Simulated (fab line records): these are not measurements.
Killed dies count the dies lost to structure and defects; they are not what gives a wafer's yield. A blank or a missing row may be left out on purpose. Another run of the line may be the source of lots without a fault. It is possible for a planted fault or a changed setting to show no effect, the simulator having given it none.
fab line records	flow n5-finfet
[record] lots = 9	wafers = 27	last-day = 18
route steps=1938 shown FIN_SAQP@135 FIN_CUT@154 BEOL_M4@1111
lots with no fault: from the same line, run without faults
start-h: hours from the record's first day to the start of the lot's first wafer shown	wait-h: hours from the lot's prior step to this one	" unchanged from the row above	L1.1+2: a single row standing in for several wafers	- value missing, or start not given	* or withheld: withheld	< > ~ a bound
route shown NAME@n: NAME is a module with steps in the file, n the number in the route of the first one	usual: the fault-free wafers' mean and standard deviation	same: alike in all rows	chamber/n: place in a boat	sites: readings site by site	_std_site: standard deviation across them	_edge_site: the outer-site mean with the inner-site mean subtracted	radius-mm: for every site, how far away it sits from the centre of the wafer	mask NAME#n: copy n	behind: the most recent tool/chamber to have shaped the wafer	hold: cause of the lot's hold/its duration in hours/its outcome	device: transistor that didn't switch, given as n, p or np	end of line: the tests these same wafers got at the end of their route	where a step has no rows: the recipe by itself	killed: at the first sort, the dies lost to defects and structure; wafer yield is something else	map: the dies of a wafer, with x for killed, . for not killed, _ for no die there
set.NAME: the setting the step ran with; set.NAME@STEP: the setting that earlier step ran with	model.NAME: the simulator's own value behind a step, which no gauge read
the route's steps for a sample of lots (tables are steps, rows are wafers)
services: the hour from which a tool's chamber was out of use, counted from the record's first day as start-h (under 0 if before that day), plus the number of hours and why
[[steps]]
[step N5_FIN_SAQP_ETCH_67]
[recipe] chemistry = CH3F/O2	target = SiNx	target-depth-a = 300	mask-material = SOC	pressure-mtorr = 30	source-w = 395	bias-w = 73	Ar_flow_sccm = 150	CH3F_flow_sccm = 30	O2_flow_sccm = 20	ion-energy-ev = 120
[usual] drypump-motor-current-A = 5.5/0.37	oes-product-au = 0.79/0.098	rf-vpp-V = 297.7/3	showerhead-plenum-p-Torr = 2.03/0.065	throttle-valve-pct = 16.38/0.27
lot.wafer	tool	chamber	start-h	wait-h	drypump-motor-current-A	oes-product-au	rf-hours-counter-h	rf-vpp-V	showerhead-plenum-p-Torr	throttle-valve-pct
L819.1	rie-diel-03	3	36.93	0.0	5.7	0.71	205	300.3	2.07	16.84
L819.2	"	1	"	"	5.5	0.73	178	302.2	2.00	16.36
L819.5	"	0	"	"	5.1	0.69	-	294.2	1.97	16.74
L820.3	rie-diel-03	1	42.65	0.0	5.5	0.73	181	299.4	2.00	16.38
L820.4	"	1	"	"	5.6	0.73	-	300.4	2.00	16.38
L820.6	"	2	"	"	5.6	0.69	-	297.1	1.90	16.38
L821.4	rie-diel-04	0	48.52	0.0	5.4	0.92	-	297.0	2.13	16.46
L821.5	"	3	"	"	5.5	0.69	-	297.1	2.05	16.24
L821.6	"	1	"	"	5.8	0.69	-	299.2	2.07	16.51
L827.1	rie-diel-03	3	85.40	0.0	5.7	0.69	226	302.1	2.06	16.87
L827.5	"	1	"	"	5.6	0.72	-	299.2	1.99	16.42
L827.6	"	2	"	"	5.7	0.98	-	305.5	2.14	15.93
L831.1	rie-diel-04	3	109.30	0.0	5.5	0.96	10	297.7	2.04	15.79
L831.4	"	2	"	"	5.7	0.91	22	297.4	2.04	15.83
L831.5	"	0	"	"	5.4	0.87	-	296.9	2.12	16.50
L836.3	rie-diel-04	1	140.90	0.0	5.7	0.67	247	297.1	2.06	16.60
L836.5	"	1	"	"	5.7	0.67	-	298.7	2.06	16.59
L836.6	"	0	"	"	5.4	0.85	-	296.1	2.11	16.50
L838.2	rie-diel-06	2	150.38	0.0	5.0	0.83	81	295.7	1.95	16.52
L838.4	"	1	"	"	5.3	0.77	123	293.1	1.92	16.62
L838.6	"	3	"	"	6.5	0.72	-	301.7	2.07	16.52
L839.1	rie-diel-06	2	157.13	0.0	5.0	0.83	84	296.1	1.95	16.50
L839.2	"	1	"	"	5.3	0.77	126	293.6	1.92	16.61
L839.4	"	3	"	"	6.5	0.72	200	300.7	2.07	16.53
L840.2	rie-diel-03	0	162.29	0.0	5.1	0.88	34	292.7	1.96	16.34
L840.4	"	0	"	"	5.0	0.88	-	292.5	1.96	16.33
L840.5	"	1	"	"	5.5	0.69	-	299.7	1.98	16.46
[step N5_FIN_SAQP_SPACER2_ETCHBACK_29]
[recipe] chemistry = CHF3/O2	mode = anisotropic-etchback	target = SiO2	target-depth-a = 122	time-s = 6.1	pressure-mtorr = 30	source-w = 650	bias-w = 170	Ar_flow_sccm = 200	CHF3_flow_sccm = 50	O2_flow_sccm = 5	ion-energy-ev = 200
[usual] drypump-motor-current-A = 5.5/0.36	oes-product-au = 0.79/0.097	rf-vpp-V = 524/5.2	showerhead-plenum-p-Torr = 2.44/0.07	throttle-valve-pct = 18.93/0.29
lot.wafer	tool	chamber	start-h	wait-h	drypump-motor-current-A	oes-product-au	rf-hours-counter-h	rf-vpp-V	showerhead-plenum-p-Torr	throttle-valve-pct
L819.1	rie-diel-03	3	37.50	0.2	5.7	0.70	205	530	2.49	19.40
L819.2	"	0	"	"	5.1	0.68	249	517	2.37	19.26
L819.5	"	0	"	"	5.1	0.68	-	517	2.37	19.27
L820.3	rie-diel-04	1	43.23	0.2	5.8	0.69	210	527	2.49	19.05
L820.4	"	1	"	"	5.8	0.69	-	527	2.49	19.04
L820.6	"	0	"	"	5.4	0.92	-	525	2.55	19.01
L821.4	rie-diel-06	1	49.07	0.2	5.3	0.81	91	518	2.33	19.10
L821.5	"	1	"	"	5.3	0.80	-	518	2.33	19.11
L821.6	"	0	"	"	5.5	0.76	-	518	2.42	18.71
L827.1	rie-diel-03	2	85.98	0.2	5.7	0.98	1	535	2.57	18.46
L827.5	"	3	"	"	5.7	0.70	-	528	2.48	19.44
L827.6	"	0	"	"	5.1	0.94	-	516	2.37	18.86
L831.1	rie-diel-03	3	110.01	0.2	5.6	0.69	236	529	2.48	19.44
L831.4	"	3	"	"	5.7	0.69	-	530	2.48	19.45
L831.5	"	0	"	"	5.1	0.92	-	518	2.37	18.89
L836.3	rie-diel-06	0	141.49	0.2	5.5	0.73	180	516	2.40	18.74
L836.5	"	1	"	"	5.3	0.77	-	519	2.32	19.18
L836.6	"	2	"	"	5.0	0.83	-	522	2.35	19.10
L838.2	rie-diel-04	2	151.24	0.3	5.7	0.88	36	525	2.46	18.39
L838.4	"	3	"	"	5.5	0.92	-	521	2.46	18.37
L838.6	"	2	"	"	5.7	0.88	-	525	2.46	18.40
L839.1	rie-diel-03	1	157.70	0.2	5.6	0.70	229	528	2.39	18.98
L839.2	"	2	"	"	5.7	0.91	19	535	2.56	18.49
L839.4	"	0	"	"	5.1	0.88	-	514	2.36	18.90
L840.2	rie-diel-06	0	162.97	0.2	5.5	0.72	188	518	2.40	18.78
L840.4	"	2	"	"	5.0	0.82	86	521	2.35	19.09
L840.5	"	0	"	"	5.5	0.72	-	516	2.40	18.75
[step N5_FIN_CUT_COAT_18]
[recipe] resist = SOC	temp-c = 250	time-s = 60	spin-rpm = 1500	resist-thk-nm = 230
[usual] chill-plate-temp-C = 22.99/0.15	heater-power-total-W = 500.4/1.9	plate-temp-C = 249.99/0.17
lot.wafer	tool	chamber	start-h	wait-h	chill-plate-temp-C	heater-power-total-W	plate-temp-C
L819.1	litho-track-02	0	38.31	0.0	23.10	501.7	249.75
L819.2	"	0	"	"	23.23	500.9	250.05
L819.5	"	0	"	"	23.25	501.7	249.96
L820.3	litho-track-03	0	44.04	0.0	22.94	498.1	250.08
L820.4	"	0	"	"	23.01	498.0	250.28
L820.6	"	0	"	"	23.09	497.9	249.79
L821.4	litho-track-04	0	49.95	0.0	22.91	502.5	249.74
L821.5	"	0	"	"	23.01	500.5	250.17
L821.6	"	0	"	"	22.82	497.6	249.88
L827.1	litho-track-03	0	86.88	0.0	23.03	502.7	249.61
L827.5	"	0	"	"	22.93	503.3	249.76
L827.6	"	0	"	"	22.94	502.4	249.81
L831.1	litho-track-03	0	110.83	0.0	22.92	436.1	224.56
L831.4	"	0	"	"	22.88	435.3	224.38
L831.5	"	0	"	"	22.93	439.8	224.19
L836.3	litho-track-03	0	142.31	0.0	22.83	438.2	224.59
L836.5	"	0	"	"	22.97	441.9	224.40
L836.6	"	0	"	"	22.78	438.5	224.62
L838.2	litho-track-04	0	152.21	0.0	23.08	499.2	250.12
L838.4	"	0	"	"	23.02	500.7	249.90
L838.6	"	0	"	"	22.88	502.5	250.07
L839.1	litho-track-02	0	158.51	0.0	22.92	501.3	249.88
L839.2	"	0	"	"	23.02	499.0	249.96
L839.4	"	0	"	"	22.98	502.3	250.21
L840.2	litho-track-04	0	163.78	0.0	23.15	503.3	250.05
L840.4	"	0	"	"	23.17	499.1	249.61
L840.5	"	0	"	"	23.36	500.3	250.03
[step N5_FIN_CUT_CD_MEAS_08]
[recipe] target-cd-nm = 29.1	landing-energy-ev = 500	detector = se-inlens	polarity = opening
[usual] cd-nm = 29.08/0.21
lot.wafer	tool	chamber	start-h	wait-h	cd-nm
L819.1	cd-sem-01	0	38.58	-	29.29
L819.2	"	0	"	"	28.85
L819.5	"	0	"	"	29.16
L820.3	cd-sem-01	0	44.31	-	29.16
L820.4	"	0	"	"	28.91
L820.6	"	0	"	"	29.34
L821.4	cd-sem-03	0	50.34	-	28.92
L821.5	"	0	"	"	29.08
L821.6	"	0	"	"	28.87
L827.1	cd-sem-01	0	87.15	-	29.19
L827.5	"	0	"	"	29.11
L827.6	"	0	"	"	29.10
L831.1	cd-sem-03	0	111.10	-	29.36
L831.4	"	0	"	"	29.22
L831.5	"	0	"	"	28.98
L836.3	cd-sem-02	0	142.59	-	28.76
L836.5	"	0	"	"	28.81
L836.6	"	0	"	"	29.23
L838.2	cd-sem-01	0	152.61	-	29.06
L838.4	"	0	"	"	28.85
L838.6	"	0	"	"	28.81
L839.1	cd-sem-02	0	158.78	-	29.26
L839.2	"	0	"	"	29.50
L839.4	"	0	"	"	29.26
L840.2	cd-sem-03	0	164.18	-	29.29
L840.4	"	0	"	"	29.23
L840.5	"	0	"	"	29.23
[step N5_BEOL_M4_RC_MEAS_101]
[usual] DIBL_N = 36.4/1.4	DIBL_P = 36.3/1.8	IOFF_N = 0.163/0.024	IOFF_P = 0.21/0.034	ION_N = 673/11	ION_P = 461/7.4	SS_N = 71.6/0.52	SS_P = 73.3/0.58	VT_N = 249.4/2.5	VT_P = -250/3.5
lot.wafer	tool	chamber	start-h	wait-h	DIBL_N[mV/V]	DIBL_P[mV/V]	IOFF_N[nA/um]	IOFF_P[nA/um]	ION_N[uA/um]	ION_P[uA/um]	SS_N[mV/dec]	SS_P[mV/dec]	VT_N[mV]	VT_P[mV]
L819.1	prober-01	0	175.17	0.0	37.2	38.0	0.170	0.25	663	456	71.9	73.8	245.9	-246
L819.2	"	0	"	"	37.2	37.4	0.169	0.24	668	462	71.2	73.4	249.0	-248
L819.5	"	0	"	"	37.5	38.2	0.181	0.24	666	459	71.9	73.8	246.9	-248
L820.3	prober-02	0	186.20	0.3	36.8	37.2	0.173	0.19	674	449	71.8	73.8	246.7	-254
L820.4	"	0	"	"	36.2	36.3	0.167	0.19	685	455	71.4	72.5	246.7	-254
L820.6	"	0	"	"	35.0	35.3	0.147	0.17	668	453	71.9	72.8	251.3	-254
L821.4	prober-02	0	192.36	0.5	34.6	33.8	0.118	0.20	651	458	70.6	72.5	254.1	-248
L821.5	"	0	"	"	36.9	36.4	0.154	0.25	661	462	72.2	72.9	247.8	-247
L821.6	"	0	"	"	37.7	38.1	0.176	0.27	682	477	72.1	74.1	249.6	-243
L827.1	prober-02	0	218.60	0.0	37.4	37.7	0.189	0.24	675	464	71.9	73.2	245.7	-250
L827.5	"	0	"	"	37.1	37.6	0.195	0.24	708	472	71.1	73.7	246.1	-247
L827.6	"	0	"	"	35.2	35.3	0.146	0.20	686	470	71.2	73.1	252.9	-251
L831.1	prober-01	0	257.91	0.0	35.4	36.1	0.172	0.22	688	466	72.0	73.5	246.6	-246
L831.4	"	0	"	"	35.2	35.5	0.160	0.21	664	464	70.9	73.1	251.5	-246
L831.5	"	0	"	"	37.6	38.1	0.204	0.25	683	463	71.9	74.3	245.7	-245
L836.3	prober-02	0	283.50	0.3	37.2	37.3	0.153	0.21	674	457	72.6	73.9	250.4	-250
L836.5	"	0	"	"	36.8	36.7	0.150	0.20	665	459	71.8	73.5	252.3	-251
L836.6	"	0	"	"	36.7	37.1	0.156	0.21	679	463	71.8	73.9	251.0	-253
L839.1	prober-02	0	300.13	0.0	35.3	31.4	0.130	0.15	674	453	71.3	72.9	250.6	-258
L839.2	"	0	"	"	34.5	30.9	0.117	0.14	669	450	70.8	72.6	251.5	-257
L839.4	"	0	"	"	35.9	32.4	0.137	0.16	660	446	70.6	72.0	250.8	-255
L838.2	prober-02	0	303.23	0.2	35.1	34.8	0.137	0.19	665	460	70.9	73.0	250.8	-250
L838.4	"	0	"	"	36.0	35.2	0.146	0.20	666	455	71.1	72.9	251.1	-250
L838.6	"	0	"	"	35.1	35.0	0.142	0.20	662	456	70.9	72.6	248.0	-248
L840.2	prober-01	0	306.09	0.2	37.4	35.5	0.158	0.23	674	466	71.0	73.2	249.3	-247
L840.4	"	0	"	"	40.3	38.7	0.217	0.30	691	465	72.4	73.9	245.3	-242
L840.5	"	0	"	"	36.6	33.9	0.146	0.22	656	458	71.6	72.1	254.2	-247
[[services]]
tool	chamber	start-h	hours	kind
rie-diel-04	2	18.60	-	clean
rie-diel-04	2	18.60	-	consumable-replace:focus-ring
rie-diel-04	2	18.60	32.3	scheduled-down
rie-diel-04	2	18.60	32.3	vent-cycle
rie-diel-06	2	19.45	22.1	repair
rie-diel-03	3	22.21	6.4	repair
rie-diel-03	0	39.72	-	clean
rie-diel-03	0	39.72	-	consumable-replace:focus-ring
rie-diel-06	1	51.39	1.4	repair
rie-diel-04	3	66.26	-	clean
rie-diel-04	3	66.26	-	consumable-replace:focus-ring
rie-diel-04	3	66.26	13.0	scheduled-down
rie-diel-04	3	66.26	13.0	vent-cycle
rie-diel-03	2	69.94	-	clean
rie-diel-03	2	69.94	-	consumable-replace:focus-ring
rie-diel-03	2	69.94	-	consumable-replace:showerhead
rie-diel-03	2	69.94	13.2	scheduled-down
rie-diel-03	2	69.94	13.2	vent-cycle
rie-diel-03	0	111.09	14.0	repair
rie-diel-03	3	148.21	-	clean
rie-diel-03	3	148.21	-	consumable-replace:focus-ring
rie-diel-03	3	148.21	29.4	scheduled-down
rie-diel-03	3	148.21	29.4	vent-cycle
rie-diel-04	1	149.34	-	clean
[[key]]
[first-sign] step = N5_FIN_CUT_COAT_18	reading = plate-temp-C	direction = down	sigmas = 99+	usual = *	struck = *
[effect] step = N5_FIN_CUT_COAT_18	reading = heater-power-total-W	direction = down	sigmas = 34	usual = *	struck = *
met-at N5_FIN_CUT_COAT_18
struck-lots L831,L836
not-acting-at N5_FIN_SAQP_ETCH_67,N5_FIN_SAQP_SPACER2_ETCHBACK_29,N5_FIN_CUT_CD_MEAS_08
onset-between 86.88 110.83
[fault] kind = process-parameter-drift	tool = litho-track-03	chamber = -	onset-h = 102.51	steps = N5_FIN_CUT_COAT_18	channel = temp-c	offset = *	shape = step	end-h = 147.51	acts-in = *	stated = *
